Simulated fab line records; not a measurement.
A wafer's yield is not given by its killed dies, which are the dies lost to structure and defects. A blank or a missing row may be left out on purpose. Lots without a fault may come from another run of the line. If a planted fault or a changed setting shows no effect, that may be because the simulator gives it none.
Chamber matching ; flow n5-finfet ; N5_DUMMY_GATE_STRIP_40 on rie-diel-02: 3 sister chambers
The step strips in CF4. 20 wafers are shown with their chamber, then 7 later ones without.

EACH WAFER AND ITS CHAMBER
wafer;chamber;drypump-motor-current-A (A);showerhead-plenum-p-Torr (Torr);throttle-valve-pct (%)
L077.1;3;4.8;1.76;13.25
L077.4;3;4.7;1.76;13.25
L077.5;2;6.1;1.82;13.45
L079.4;2;6.1;1.82;13.45
L079.5;2;6.1;1.82;13.48
L079.6;1;6.4;1.91;13.28
L080.2;2;6.1;1.82;13.46
L080.3;1;6.4;1.91;13.27
L080.6;1;6.4;1.91;13.29
L083.1;1;6.4;1.90;13.28
L083.4;2;6.1;1.82;13.50
L083.6;1;6.4;1.90;13.29
L085.3;1;6.4;1.90;13.30
L085.4;2;6.1;1.82;13.48
L085.5;3;4.7;1.76;13.28
L087.4;1;6.4;1.90;13.30
L087.5;2;6.1;1.82;13.48
L087.6;3;4.7;1.76;13.26
L089.3;3;4.7;1.75;13.27
L089.4;2;6.1;1.82;13.48

SIGNATURES, as means of the wafers listed above
reading;chamber 1;chamber 2;chamber 3;scatter within a chamber
drypump-motor-current-A;6.400;6.100;4.720;0.0217
showerhead-plenum-p-Torr;1.9043;1.8200;1.7580;0.00385
throttle-valve-pct;13.2871;13.4725;13.2620;0.0145
Rule: a wafer's distance from a chamber is the root of the sum, over the readings, of the square of ((its reading less the chamber's mean) divided by the reading's scatter). If the next closest chamber is less than 2 further off than the closest, the wafer can't be placed; otherwise it belongs to the closest. The scatter is the square root of a quotient: the sum, over the shown wafers, of each reading's squared deviation from its chamber's mean, divided by wafers minus chambers.

WAFERS WITHOUT THEIR CHAMBER
wafer;drypump-motor-current-A (A);showerhead-plenum-p-Torr (Torr);throttle-valve-pct (%)
L089.6;4.7;1.75;13.28
L090.5;4.7;1.75;13.28
L090.6;6.1;1.82;13.49
L093.2;6.4;1.90;13.32
L093.4;6.1;1.82;13.51
L097.1;6.1;1.81;13.54
L097.5;6.1;1.81;13.54

WHICH CHAMBER EACH ONE RAN IN
wafer;from the rows above;in truth
L089.6;3;3
L090.5;3;3
L090.6;2;2
L093.2;1;1
L093.4;2;2
L097.1;2;2
L097.5;2;2
Placed correctly: 7 of 7. Number that these rows cannot place: 0. Placed wrongly: 0.
